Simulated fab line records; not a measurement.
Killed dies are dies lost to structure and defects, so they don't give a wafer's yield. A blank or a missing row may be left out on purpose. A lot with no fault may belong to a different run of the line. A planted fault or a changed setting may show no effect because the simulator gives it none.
Which tool is to blame? + flow n5_finfet + 24 lots, 72 wafers sampled, at 2 steps of a route of 1938

WHAT THE GAUGES READ, wafer by wafer
N5_BEOL_M5_OCD_MEAS_38.
| lot  | measured     | on     | trench_depth_nm (nm) |
|------|--------------|--------|----------------------|
| L074 | day 9 11:31  | ocd-02 | 73.7 70.5 71.7       |
| L075 | day 9 15:08  | ocd-02 | 71.4 70.9 70.8       |
| L077 | day 9 20:35  | ocd-02 | 71.4 71.0 72.2       |
| L078 | day 10 13:37 | ocd-02 | 69.9 70.5 70.7       |
| L076 | day 10 14:11 | ocd-01 | 70.8 72.1 70.7       |
| L079 | day 10 14:36 | ocd-02 | 72.8 72.2 73.0       |
| L080 | day 10 20:49 | ocd-02 | 73.0 70.7 72.9       |
| L081 | day 10 23:42 | ocd-02 | 72.5 71.1 70.4       |
| L082 | day 11 10:14 | ocd-02 | 71.3 71.2 72.9       |
| L083 | day 11 16:06 | ocd-01 | 68.9 73.2 73.1       |
| L084 | day 11 22:34 | ocd-02 | 69.5 70.6 70.1       |
| L086 | day 11 22:46 | ocd-02 | 72.7 72.1 71.0       |
| L085 | day 12 10:40 | ocd-02 | 71.0 71.4 73.2       |
| L087 | day 12 15:56 | ocd-02 | 70.1 71.9 72.9       |
| L088 | day 12 21:34 | ocd-01 | 73.0 71.9 71.6       |
| L089 | day 13 00:55 | ocd-01 | 73.0 70.0 72.1       |
| L090 | day 13 09:10 | ocd-02 | 72.1 70.7 71.2       |
| L091 | day 13 19:08 | ocd-01 | 70.7 72.6 71.1       |
| L092 | day 13 22:26 | ocd-02 | 73.4 73.7 71.4       |
| L093 | day 14 04:31 | ocd-01 | 71.4 71.0 72.7       |
| L094 | day 14 06:51 | ocd-02 | 70.8 72.8 70.9       |
| L095 | day 14 11:17 | ocd-02 | 71.1 72.7 71.6       |
| L096 | day 14 22:52 | ocd-01 | 72.1 72.9 70.8       |
| L097 | day 15 11:06 | ocd-01 | 71.9 70.6 70.9       |

N5_BEOL_M5_CD_MEAS_35: target cd 28 nm, target cd y 24 nm.
| lot  | measured     | on        | cd_nm (nm)     |
|------|--------------|-----------|----------------|
| L074 | day 9 11:40  | cd_sem-03 | 27.8 28.2 28.3 |
| L075 | day 9 15:17  | cd_sem-03 | 28.4 28.2 28.3 |
| L077 | day 9 20:44  | cd_sem-03 | 28.2 28.3 28.0 |
| L078 | day 10 13:47 | cd_sem-01 | 28.5 28.2 27.8 |
| L076 | day 10 14:20 | cd_sem-03 | 27.6 28.2 28.0 |
| L079 | day 10 14:46 | cd_sem-02 | 28.4 28.3 28.1 |
| L080 | day 10 20:58 | cd_sem-02 | 28.0 28.2 28.6 |
| L081 | day 10 23:51 | cd_sem-02 | 28.0 27.9 27.4 |
| L082 | day 11 10:23 | cd_sem-01 | 28.3 28.3 28.2 |
| L083 | day 11 16:16 | cd_sem-01 | 28.1 28.7 28.6 |
| L084 | day 11 22:44 | cd_sem-02 | 27.6 27.9 27.9 |
| L086 | day 11 22:55 | cd_sem-01 | 27.4 27.9 27.6 |
| L085 | day 12 10:55 | cd_sem-02 | 28.4 28.1 28.2 |
| L087 | day 12 16:05 | cd_sem-03 | 28.0 27.5 27.7 |
| L088 | day 12 21:43 | cd_sem-03 | 28.2 27.9 27.7 |
| L089 | day 13 01:04 | cd_sem-01 | 28.5 29.0 28.1 |
| L090 | day 13 09:19 | cd_sem-02 | 28.2 28.5 28.4 |
| L091 | day 13 19:17 | cd_sem-01 | 28.0 27.9 27.9 |
| L092 | day 13 22:35 | cd_sem-02 | 28.2 28.1 28.2 |
| L093 | day 14 04:42 | cd_sem-02 | 28.0 27.6 27.6 |
| L094 | day 14 07:01 | cd_sem-02 | 27.4 27.9 27.6 |
| L095 | day 14 11:27 | cd_sem-03 | 28.1 28.1 27.8 |
| L096 | day 14 23:01 | cd_sem-03 | 28.3 28.5 28.2 |
| L097 | day 15 11:16 | cd_sem-01 | 28.2 28.3 27.9 |

EACH LOT AND THE TOOL THAT RAN IT (in order: tool; ch and the chambers of the sampled wafers; start)
There is no process step in the record ahead of these readings.

AS READ BY THE TOOLS THEMSELVES (means over the sampled wafers that have a number; for cases with no such wafer, the mark the record gives instead)
The record holds no such reading with a usual standard deviation.

THE ANSWER, worked out from the rows above alone
Rule: usual is defined by the lots themselves. Put in order of their means at a reading, lots are off if they are a third of the lots or fewer, leave a main group of 4 or more, and stand apart from it by a gap of 3 or more times the standard deviation of the main group's means; of several such gaps the widest counts. If all means in a main group match to the digits the tables above print for the reading, that group is not used. Also off: a lot with no number at a reading for which 4 or more lots have one. Where the step has rows for the other lots, those lots are counted as sound. Order of review: gauges by route order, followed by the tools' own readings, for which a lot's mean as printed above is used. At the first step where some lot is off, the reading lying furthest off is the one used; lots without a number count as furthest.
None of the lots is off at any reading shown; this tells nothing.

WHAT THE SIMULATOR HAD PUT IN
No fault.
